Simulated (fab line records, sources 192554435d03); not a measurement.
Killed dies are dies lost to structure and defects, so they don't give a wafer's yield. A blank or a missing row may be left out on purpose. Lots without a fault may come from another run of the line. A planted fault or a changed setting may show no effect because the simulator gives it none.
fab line records | flow n5_finfet
record lots=6 wafers=16 last_day=19
route steps=1938 shown BEOL_M5@1119 PASSIVATION@1936
lots that met no fault: from a run of the same line without faults
start_h: hours from the record's first day to the start of the lot's first wafer shown | wait_h: hours since the lot's step before | " the same as in the row above | L1.1+2: a row that stands for several wafers | - no value, or no start given | * or withheld: withheld | < > ~ a bound
route shown NAME@n: a module of which the file shows steps, and the number in the route of the first | usual: mean/standard deviation of fault-free wafers | same: alike in all rows | chamber/n: place in a boat | sites: the reading at each site | _std_site: their standard deviation | _edge_site: outer sites' mean less inner sites' | radius_mm: how far each site lies from the wafer's centre | mask NAME#n: copy n | behind: the tool/chamber that last shaped the wafer | hold: why the lot was held/for how many hours/how that ended | device: the transistor (n, p or np) that didn't switch | end of line: the same wafers' tests at the end of the route | a step without rows: its recipe alone | killed: dies lost to structure and defects at the first sort, not the wafer's yield | map: a wafer's dies, x killed, . not, _ none there
set.NAME: the setting as run; set.NAME@STEP: as run at that earlier step | model.NAME: the simulator's own value behind a step, which no gauge read
lots at some steps of the route; a table a step, a row a wafer
services: from which hour (start_h, from the record's first day; less than 0 if before it) a tool's chamber was out of use, for how many hours, and why
## steps
# step N5_BEOL_M5_COAT_71
# recipe resist=underlayer temp_c=205 time_s=60 spin_rpm=1500 resist_thk_nm=5
# step N5_BEOL_M5_COAT_05
# recipe resist=CAR-EUV spin_rpm=1500 resist_thk_nm=30
# step N5_BEOL_M5_EBR_07
# recipe solvent=PGMEA ebr_width_mm=1.5
# step N5_BEOL_M5_SOFTBAKE_06
# recipe temp_c=110 time_s=60 resist=CAR-EUV
# step N5_BEOL_M5_EXPOSE_08
# recipe mask_id=M5 na=0.33 source_shape=annular sigma_inner=0.4 sigma_outer=0.8 polarization=unpolarized target_cd_nm=28 dose_mj=35.75
# step N5_BEOL_M5_PEB_09
# recipe peb_temp_c=100 peb_time_s=60 resist=CAR-EUV
# step N5_BEOL_M5_DEVELOP_10
# recipe develop_time_s=30 developer=TMAH resist=CAR-EUV rinse_liquid=surfactant_rinse dry=air_spin dev_temp_c=23
# step N5_BEOL_M5_CD_MEAS_11
# recipe target_cd_nm=27.74 landing_energy_ev=500 detector=se_inlens
# usual cd_nm=28.10/0.24
# columns lot.wafer tool chamber start_h wait_h cd_nm
L598.2 cd_sem-01 0 226.92 - 27.44
L598.3 " 0 " " 27.40
L598.6 " 0 " " 27.58
L605.1 cd_sem-01 0 261.17 - 28.04
L605.3 " 0 " " 28.19
L605.4 " 0 " " 28.31
L607.1 cd_sem-02 0 283.33 - 28.23
L607.6 " 0 " " 27.85
L608.2 cd_sem-03 0 285.81 - 27.93
L608.4 " 0 " " 27.87
L614.2 cd_sem-02 0 331.14 - 28.20
L614.3 " 0 " " 28.15
L614.6 " 0 " " 28.04
L616.1 cd_sem-03 0 331.18 - 28.49
L616.2 " 0 " " 28.41
L616.6 " 0 " " 28.13
# step N5_BEOL_M5_OVL_MEAS_12
# recipe points_per_wafer=522
# usual M5_OVL=0.0/0.67
# columns lot.wafer tool chamber start_h wait_h M5_OVL[nm]
L598.2 overlay-02 0 226.95 0.0 1.0
L598.3 " 0 " " 1.3
L598.6 " 0 " " 1.7
L605.1 overlay-02 0 261.20 0.0 0.5
L605.3 " 0 " " -0.1
L605.4 " 0 " " 0.5
L607.1 overlay-02 0 283.36 0.0 1.1
L607.6 " 0 " " 0.7
L608.2 overlay-01 0 285.84 0.0 0.0
L608.4 " 0 " " -0.2
L614.2 overlay-02 0 331.18 0.0 0.2
L614.3 " 0 " " 0.5
L614.6 " 0 " " -0.4
L616.1 overlay-01 0 331.21 0.0 0.5
L616.2 " 0 " " -0.5
L616.6 " 0 " " -0.1
# step N5_BEOL_M5_INSPECT_13
# recipe mode=adi inspect_instrument=brightfield
# usual raw_defect_count=426/98
# columns lot.wafer tool chamber start_h wait_h raw_defect_count
L598.2 defect_inspect-02 - 227.01 0.0 366
L598.3 " - " " 300
L598.6 " - " " 264
L605.1 defect_inspect-02 - 261.26 0.1 328
L605.3 " - " " 432
L605.4 " - " " 316
L607.1 defect_inspect-02 - 283.42 0.1 312
L607.6 " - " " 261
L608.2 defect_inspect-02 - 285.90 0.0 443
L608.4 " - " " 406
L614.2 defect_inspect-01 - 331.23 0.0 298
L614.3 " - " " 316
L614.6 " - " " 399
L616.1 defect_inspect-02 - 331.27 0.1 375
L616.2 " - " " 376
L616.6 " - " " 306
# step N5_BEOL_M5_DESCUM_16
# recipe chemistry=O2 time_s=7 source_power_w=50 bias_power_w=20 pressure_mtorr=20 rf_frequency_hz=2.712e+07 temp_c=40 resist=CAR-EUV o2_flow_sccm=225
# usual drypump_motor_current_A=5.7/0.54 oes_product_au=0.79/0.069 rf_vpp_V=243.0/1.3 showerhead_plenum_p_Torr=2.10/0.059 throttle_valve_pct=20.45/0.27
# columns lot.wafer tool chamber start_h wait_h drypump_motor_current_A oes_product_au rf_hours_counter_h rf_vpp_V showerhead_plenum_p_Torr throttle_valve_pct
L598.2 rie_diel-03 0 227.09 0.1 5.5 0.89 28 242.7 2.13 20.27
L598.3 " 1 " " 5.0 0.82 110 242.1 2.02 20.72
L598.6 " 0 " " 5.5 0.90 - 243.2 2.13 20.29
L605.1 rie_diel-06 0 261.35 0.1 6.6 0.87 55 243.4 2.12 19.82
L605.3 " 1 " " 5.2 0.88 35 244.7 2.13 20.51
L605.4 " 3 " " 6.0 0.73 171 243.9 2.10 20.50
L607.1 rie_diel-06 1 283.53 0.1 5.2 0.87 41 243.2 2.13 20.54
L607.6 " 3 " " 6.0 0.73 - 241.0 2.10 20.48
L608.2 rie_diel-06 0 287.90 2.0 6.6 0.86 63 243.8 2.12 19.84
L608.4 " 3 " " 6.0 0.74 178 243.5 2.10 20.50
L614.2 rie_diel-01 3 331.28 0.0 6.2 0.82 88 242.7 2.03 20.20
L614.3 " 1 " " 5.8 0.68 237 241.1 1.99 20.69
L614.6 " 0 " " 6.0 0.67 - 240.7 2.09 20.84
L616.1 rie_diel-01 2 331.51 0.2 5.8 0.74 147 242.8 2.20 20.61
L616.2 " 1 " " 5.8 0.68 237 240.0 1.99 20.68
L616.6 " 1 " " 5.8 0.69 - 240.5 1.99 20.69
# step N5_BEOL_M5_ETCH_72
# recipe chemistry=N2/H2 target=underlayer target_depth_a=65 mask_material=CAR-EUV time_s=5.2 ion_energy_ev=200 pressure_mtorr=30 source_w=840 bias_w=150 n2_flow_sccm=200 h2_flow_sccm=200 ends=cleared
# usual drypump_motor_current_A=5.7/0.55 etch_rf_on_time_s=5.21/0.13 oes_product_au=0.67/0.06 rf_vpp_V=523.8/2.4 showerhead_plenum_p_Torr=2.54/0.075 throttle_valve_pct=17.86/0.24
# columns lot.wafer tool chamber start_h wait_h drypump_motor_current_A etch_rf_on_time_s oes_product_au rf_hours_counter_h rf_vpp_V showerhead_plenum_p_Torr throttle_valve_pct
L598.2 rie_diel-03 0 227.12 0.0 5.5 5.22 0.76 28 524.6 2.61 17.72
L598.3 " 1 " " 5.0 5.02 0.70 110 522.5 2.46 18.10
L598.6 " 0 " " 5.5 5.23 0.75 - 523.2 2.61 17.73
L605.1 rie_diel-06 0 261.39 0.0 6.6 5.31 0.74 55 521.7 2.60 17.41
L605.3 " 1 " " 5.2 4.99 0.77 35 527.0 2.59 18.01
L605.4 " 3 " " 6.0 5.41 0.62 171 525.6 2.52 17.77
L607.1 rie_diel-06 1 283.56 0.0 5.2 5.01 0.75 41 526.1 2.59 18.06
L607.6 " 3 " " 6.0 5.32 0.63 - 523.9 2.52 17.73
L608.2 rie_diel-06 0 287.94 0.0 6.7 5.28 0.72 63 527.8 2.59 17.38
L608.4 " 3 " " 6.0 5.33 0.61 178 525.2 2.52 17.76
L614.2 rie_diel-01 3 331.32 0.0 6.2 5.21 0.70 88 522.3 2.45 17.47
L614.3 " 1 " " 5.8 5.16 0.58 237 520.6 2.41 18.12
L614.6 " 0 " " 6.1 5.44 0.57 - 523.7 2.52 18.11
L616.1 rie_diel-01 2 331.54 0.0 5.8 5.30 0.63 147 526.1 2.64 17.87
L616.2 " 1 " " 5.8 5.04 0.58 237 519.7 2.41 18.12
L616.6 " 1 " " 5.8 5.07 0.59 - 520.8 2.41 18.12
# step N5_BEOL_M5_ETCH_61
# recipe chemistry=CF4 target=SiARC target_depth_a=156 mask_material=CAR-EUV time_s=26 ion_energy_ev=80 pressure_mtorr=40 source_w=545 bias_w=36 Ar_flow_sccm=100 cf4_flow_sccm=100 ends=cleared
# usual drypump_motor_current_A=5.7/0.54 etch_rf_on_time_s=26.1/0.64 mfc_ar_sccm=99.99/0.3 oes_product_au=0.67/0.061 rf_vpp_V=184.1/1.1 showerhead_plenum_p_Torr=2.14/0.062 throttle_valve_pct=15.61/0.23
# columns lot.wafer tool chamber start_h wait_h drypump_motor_current_A etch_rf_on_time_s mfc_ar_sccm oes_product_au rf_hours_counter_h rf_vpp_V showerhead_plenum_p_Torr throttle_valve_pct
L598.2 rie_diel-03 0 227.14 0.0 5.5 26.0 99.63 0.77 28 184.3 2.18 15.46
L598.3 " 1 " " 5.0 25.3 99.95 0.69 110 182.0 2.07 15.82
L598.6 " 0 " " 5.5 26.0 100.20 0.76 - 184.7 2.18 15.46
L605.1 rie_diel-06 0 261.40 0.0 6.6 26.0 99.87 0.75 55 183.8 2.18 15.11
L605.3 " 1 " " 5.2 24.6 100.22 0.78 35 186.1 2.19 15.71
L605.4 " 3 " " 6.0 26.5 99.82 0.63 171 185.3 2.14 15.59
L607.1 rie_diel-06 1 283.58 0.0 5.2 24.6 100.19 0.76 41 185.6 2.19 15.72
L607.6 " 3 " " 6.0 17.1 99.65 0.82 - 182.3 2.14 15.61
L608.2 rie_diel-06 0 287.95 0.0 6.6 26.1 100.00 0.74 63 184.0 2.18 15.12
L608.4 " 3 " " 6.0 17.3 99.69 0.81 178 182.8 2.14 15.62
L614.2 rie_diel-01 3 331.33 0.0 6.3 25.8 99.87 0.71 88 184.0 2.07 15.32
L614.3 " 1 " " 5.8 25.4 99.91 0.60 237 182.6 2.04 15.91
L614.6 " 0 " " 6.0 26.7 100.26 0.58 - 183.9 2.12 15.91
L616.1 rie_diel-01 2 331.56 0.0 5.9 26.4 100.12 0.63 147 184.6 2.23 15.74
L616.2 " 1 " " 5.8 25.7 99.64 0.59 237 182.7 2.04 15.92
L616.6 " 1 " " 5.8 25.6 99.99 0.60 - 181.9 2.04 15.91
# step N5_BEOL_M5_ETCH_62
# recipe chemistry=N2/H2 target=SOC target_depth_a=750 overetch_a=150 mask_material=SiARC temp_c=40 time_s=112.5 ion_energy_ev=200 pressure_mtorr=30 source_w=840 bias_w=150 n2_flow_sccm=200 h2_flow_sccm=200
# usual drypump_motor_current_A=5.7/0.55 oes_product_au=0.62/0.053 rf_vpp_V=523.9/2.2 showerhead_plenum_p_Torr=2.54/0.075 throttle_valve_pct=17.82/0.24
# columns lot.wafer tool chamber start_h wait_h drypump_motor_current_A oes_product_au rf_hours_counter_h rf_vpp_V showerhead_plenum_p_Torr throttle_valve_pct
L598.2 rie_diel-03 0 227.17 0.0 5.4 0.71 28 524.4 2.61 17.71
L598.3 " 1 " " 5.0 0.63 110 520.7 2.46 18.05
L598.6 " 0 " " 5.5 0.71 - 525.3 2.61 17.71
L605.1 rie_diel-06 0 261.43 0.0 6.6 0.70 55 524.9 2.60 17.35
L605.3 " 1 " " 5.2 0.70 35 524.8 2.59 18.00
L605.4 " 3 " " 6.0 0.59 171 524.1 2.52 17.71
L607.1 rie_diel-06 1 283.61 0.0 5.2 0.68 41 527.1 2.59 17.99
L607.6 " 3 " " 6.0 0.58 - 522.8 2.52 17.71
L608.2 rie_diel-06 0 287.98 0.0 6.6 0.69 63 525.8 2.59 17.36
L608.4 " 3 " " 6.0 0.59 178 524.0 2.52 17.73
L614.2 rie_diel-01 3 331.36 0.0 6.3 0.64 88 522.1 2.45 17.41
L614.3 " 1 " " 5.8 0.54 237 519.0 2.41 18.08
L614.6 " 0 " " 6.0 0.54 - 524.8 2.52 18.08
L616.1 rie_diel-01 2 331.59 0.0 5.8 0.59 147 526.9 2.64 17.82
L616.2 " 1 " " 5.8 0.54 237 519.8 2.41 18.08
L616.6 " 1 " " 5.8 0.54 - 521.6 2.41 18.08
# step N5_PASSIVATION_PROBE_49
# usual defect_limited_yield=91.6/1.4 killed_at_M0_to_M3=35/10 killed_at_M4_up=13/4.8 killed_at_contacts=12/7.2 killed_at_front_end=36/12 killed_at_other=4/3.1 killed_dies=100/17 killed_open=66/13 killed_short=32/7.3 sort_bin_5_function=5.0/0.94 sort_bin_6_memory=3.1/0.67 sort_bin_8_speed=0.01/0.047 sort_n_pass=1080/17 sort_yield_pct=91.6/1.4
# same gross_dies=1180 killed_at_back_side=0 sort_bin_4_leakage[%]=0
# columns lot.wafer tool chamber start_h wait_h defect_limited_yield[%] killed_at_M0_to_M3 killed_at_M4_up killed_at_contacts killed_at_front_end killed_at_other killed_dies killed_open killed_short sort_bin_5_function[%] sort_bin_6_memory[%] sort_bin_8_speed[%] sort_n_pass sort_yield_pct[%]
L605.1 prober-02 - 377.05 0.3 91.7 40 5 14 35 4 98 59 39 5.0 3.1 0 1082 91.7
L605.3 prober-02 - 377.15 0.4 91.1 35 17 5 39 9 105 65 40 4.7 3.8 0 1075 91.1
L605.4 prober-02 - 377.20 0.5 88.6 54 11 8 55 6 134 92 41 6.9 4.3 0 1046 88.6
L607.1 prober-02 - 407.17 0.0 92.1 39 18 6 28 2 93 72 19 4.8 2.9 0 1087 92.1
L607.6 prober-02 - 407.42 0.3 93.6 30 22 5 18 0 75 52 22 4.3 1.9 0 1105 93.6
# killed by level:class
L605.1 MOL_CONTACT_COAG:geometric_particle:open=12 FIN_SAQP:geometric_particle:short=11 BEOL_M3:geometric_particle:open=9 BEOL_M0_SAQP:geometric_particle:open=8 BEOL_M0_SAQP:geometric_particle:short=7 FIN_SAQP:geometric_particle:open=6 BEOL_M3:geometric_particle:short=5 FIN_CUT:geometric_particle:short=3
L605.3 FIN_SAQP:geometric_particle:open=13 BEOL_M4:geometric_particle:open=13 FIN_SAQP:geometric_particle:short=8 BEOL_M2:geometric_particle:open=7 BEOL_M0_SAQP:geometric_particle:short=7 BEOL_M1:geometric_particle:short=6 BEOL_M1:geometric_particle:open=6 MOL_CONTACT_COAG:geometric_particle:open=5
L605.4 BEOL_M0_SAQP:geometric_particle:open=19 FIN_SAQP:geometric_particle:open=16 STI_FIN_REVEAL:geometric_particle:open=15 BEOL_M0_SAQP:geometric_particle:short=11 BEOL_M3:geometric_particle:open=9 FIN_SAQP:geometric_particle:short=7 MOL_CONTACT_COAG:geometric_particle:open=6 BEOL_M2:geometric_particle:open=6
L607.1 BEOL_M4:geometric_particle:open=12 BEOL_M0_SAQP:geometric_particle:open=9 BEOL_M3:geometric_particle:open=9 BEOL_M1:geometric_particle:open=7 BEOL_M0_SAQP:geometric_particle:short=6 BEOL_M2:geometric_particle:open=6 STI_FIN_REVEAL:geometric_particle:open=5 DUMMY_GATE:geometric_particle:open=5
L607.6 BEOL_M4:geometric_particle:open=10 BEOL_M0_SAQP:geometric_particle:short=9 BEOL_M0_SAQP:geometric_particle:open=9 BEOL_M2:geometric_particle:open=6 MOL_CONTACT_COAG:geometric_particle:open=5 BEOL_M6:geometric_particle:open=4 GATE_CUT:geometric_particle:open=3 FIN_SAQP:geometric_particle:open=2
## services
# columns tool chamber start_h hours kind
rie_diel-06 2 224.10 3.8 repair
rie_diel-03 2 257.70 2.6 repair
rie_diel-03 - 281.46 14.6 pm
## key
first_sign step=N5_BEOL_M5_ETCH_61 reading=etch_rf_on_time_s direction=down sigmas=14 usual=* struck=*
effect none on later readings
met_at N5_BEOL_M5_ETCH_61
struck_wafers L607.6,L608.4
onset_between 261.40 283.58
fault kind=process_parameter_drift tool=rie_diel-06 chamber=- onset_h=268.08 steps=N5_BEOL_M5_ETCH_61 channel=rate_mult offset=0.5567 shape=step end_h=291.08 scope=struck_wafers_only
